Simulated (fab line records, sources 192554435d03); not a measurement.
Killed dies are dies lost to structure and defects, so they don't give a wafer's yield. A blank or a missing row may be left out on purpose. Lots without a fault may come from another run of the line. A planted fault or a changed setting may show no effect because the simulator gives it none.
Chamber matching | flow n5_finfet | N5_BEOL_M14_ETCH_59 on rie_diel-01: 4 sister chambers
The step etches BARC in N2/H2, target depth 89 nm, overetch 26.7 nm, time 67.9 s. 8 wafers are shown with their chamber, then 9 later ones without.

WAFERS WITH THEIR CHAMBER
wafer  | chamber | throttle_valve_pct (%) | showerhead_plenum_p_Torr (Torr)
L082.3 | 2       | 18.53                  | 2.52
L083.3 | 3       | 17.61                  | 2.48
L084.1 | 1       | 18.06                  | 2.64
L084.4 | 0       | 17.95                  | 2.43
L084.5 | 1       | 18.07                  | 2.64
L085.2 | 3       | 17.63                  | 2.47
L085.3 | 0       | 17.96                  | 2.43
L085.4 | 2       | 18.52                  | 2.51

WAFERS WITHOUT THEIR CHAMBER
wafer  | throttle_valve_pct (%) | showerhead_plenum_p_Torr (Torr)
L089.1 | 17.96                  | 2.43
L089.2 | 17.62                  | 2.47
L089.4 | 17.97                  | 2.43
L087.1 | 17.97                  | 2.43
L087.2 | 18.09                  | 2.64
L087.6 | 18.10                  | 2.64
L091.3 | 17.98                  | 2.43
L091.4 | 17.99                  | 2.43
L091.5 | 18.10                  | 2.64

WHICH CHAMBER EACH WENT THROUGH
wafer  | from the rows above | in truth
L089.1 | 0                   | 0
L089.2 | 3                   | 3
L089.4 | 0                   | 0
L087.1 | 0                   | 0
L087.2 | 1                   | 1
L087.6 | 1                   | 1
L091.3 | 0                   | 0
L091.4 | 0                   | 0
L091.5 | 1                   | 1
Placed correctly: 9 of 9. Can't be placed from these rows: 0. Placed wrongly: 0.
How it was worked out, from the rows above alone: a wafer's distance from a chamber is the root of the sum, over the readings, of the square of ((its reading less the chamber's mean) divided by the reading's scatter). The wafer belongs to the nearest chamber; if the next one is less than 2 further off, it can't be placed. A chamber's mean is the mean of its shown wafers. The scatter: the root of (the sum of the squares of (reading less its chamber's mean) over the shown wafers, divided by (wafers less chambers)).
